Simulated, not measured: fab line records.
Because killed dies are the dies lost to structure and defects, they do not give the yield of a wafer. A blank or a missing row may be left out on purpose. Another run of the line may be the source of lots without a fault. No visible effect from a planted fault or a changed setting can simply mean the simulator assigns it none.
Matching of chambers + flow n5-finfet + 3 sister chambers for N5_BEOL_M5_CURE_80 on uv-cure-01
The step cures SiCOH lowk, time 120 s. 3 wafers are shown with their chamber, then 7 later ones without.

## WAFERS PAIRED WITH THEIR CHAMBERS
| wafer  | chamber | wafer_temp_C_max |
|--------|---------|------------------|
| L081.5 | 0       | 372.6            |
| L084.6 | 2       | 371.8            |
| L086.5 | 1       | 372.3            |

## WAFERS WITH NO CHAMBER GIVEN
| wafer  | wafer_temp_C_max |
|--------|------------------|
| L086.6 | 371.5            |
| L095.1 | 371.9            |
| L095.3 | 373.1            |
| L095.4 | 371.5            |
| L097.1 | 371.3            |
| L097.2 | 371.6            |
| L097.5 | 372.2            |

## CHAMBER TAKEN BY EACH
| wafer  | from the rows above          | in truth |
|--------|------------------------------|----------|
| L086.6 | can't be placed: 2 or 1      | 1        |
| L095.1 | can't be placed: 2 or 1 or 0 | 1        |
| L095.3 | can't be placed: 0 or 1      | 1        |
| L095.4 | can't be placed: 2 or 1      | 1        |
| L097.1 | can't be placed: 2 or 1      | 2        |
| L097.2 | can't be placed: 2 or 1      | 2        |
| L097.5 | can't be placed: 1 or 2 or 0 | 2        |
Correctly placed: 0 of 7. Unplaceable from these rows: 7, with the true chamber sitting among the candidates in 7. Placed wrongly: 0.
How it was worked out, from the rows above alone: a wafer's distance from a chamber is the root of the sum, over the readings, of the square of ((its reading less the chamber's mean) divided by the reading's scatter). The wafer belongs to the nearest chamber; if the next one is less than 2 further off, it can't be placed. The mean given for a chamber averages the wafers shown for that chamber. The scatter: with one shown wafer a chamber, the root of the mean of the squares of how far each hidden wafer lies from its nearest shown one.
